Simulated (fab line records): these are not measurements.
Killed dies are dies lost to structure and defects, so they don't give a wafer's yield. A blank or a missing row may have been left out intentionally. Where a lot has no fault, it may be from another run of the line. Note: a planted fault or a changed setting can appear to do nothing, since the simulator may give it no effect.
Matching of chambers | flow n5-finfet | rie-diel-05 running N5_BEOL_M0_SAQP_HM_OPEN_112: 4 sister chambers
The step chemistry CHF3/O2, target SiO2, stops on a-Si, target depth 12 nm, time 13.5 s. 16 wafers are shown with their chamber, then 8 later ones without.

EACH WAFER AND ITS CHAMBER
wafer  | chamber | showerhead-plenum-p-Torr (Torr) | drypump-motor-current-A (A) | rf-vpp-V (V)
L075.1 | 2       | 2.31                            | 6.04                        | 513
L075.3 | 0       | 2.47                            | 5.63                        | 539
L075.5 | 3       | 2.46                            | 5.63                        | 527
L080.1 | 1       | 2.50                            | 5.92                        | 526
L080.2 | 3       | 2.46                            | 5.65                        | 525
L080.3 | 2       | 2.31                            | 6.06                        | 510
L083.3 | 3       | 2.45                            | 5.64                        | 528
L083.4 | 2       | 2.31                            | 6.03                        | 511
L083.6 | 1       | 2.50                            | 5.90                        | 528
L088.1 | 0       | 2.47                            | 5.60                        | 537
L088.3 | 1       | 2.49                            | 5.90                        | 526
L088.6 | 1       | 2.49                            | 5.92                        | 527
L089.3 | 1       | 2.49                            | 5.90                        | 528
L089.4 | 3       | 2.45                            | 5.65                        | 527
L089.6 | 3       | 2.45                            | 5.63                        | 527
L090.2 | 1       | 2.49                            | 5.92                        | 526

SIGNATURES, as means of the wafers listed above
reading                  | chamber 0 | chamber 1 | chamber 2 | chamber 3 | scatter within a chamber
showerhead-plenum-p-Torr | 2.4700    | 2.4933    | 2.3100    | 2.4540    | 0.00459
drypump-motor-current-A  | 5.6150    | 5.9100    | 6.0433    | 5.6400    | 0.0126
rf-vpp-V                 | 538.00    | 526.83    | 511.33    | 526.80    | 1.17
Rule: for each reading, subtract the chamber's mean from the wafer's reading, divide by that reading's scatter and square the result; add these up over the readings and take the root, which gives the wafer's distance from the chamber. If the next closest chamber is less than 2 further off than the closest, the wafer can't be placed; otherwise it belongs to the closest. The scatter: take each reading less its chamber's mean, square it, sum over the shown wafers, divide by the number of wafers less the number of chambers, and take the root.

WAFERS WITHOUT THEIR CHAMBER
wafer  | showerhead-plenum-p-Torr (Torr) | drypump-motor-current-A (A) | rf-vpp-V (V)
L090.4 | 2.30                            | 6.09                        | 511
L090.6 | 2.49                            | 5.94                        | 526
L092.1 | 2.30                            | 6.04                        | 510
L092.2 | 2.45                            | 5.64                        | 526
L092.5 | 2.49                            | 5.91                        | 527
L095.2 | 2.46                            | 5.64                        | 537
L095.3 | 2.30                            | 6.06                        | 512
L095.5 | 2.49                            | 5.94                        | 528

THE CHAMBER EACH PASSED THROUGH
wafer  | from the rows above | in truth
L090.4 | 2                   | 2
L090.6 | 1                   | 1
L092.1 | 2                   | 2
L092.2 | 3                   | 3
L092.5 | 1                   | 1
L095.2 | 0                   | 0
L095.3 | 2                   | 2
L095.5 | 1                   | 1
Placed correctly: 8 of 8. Number that these rows cannot place: 0. Wrongly placed: 0.
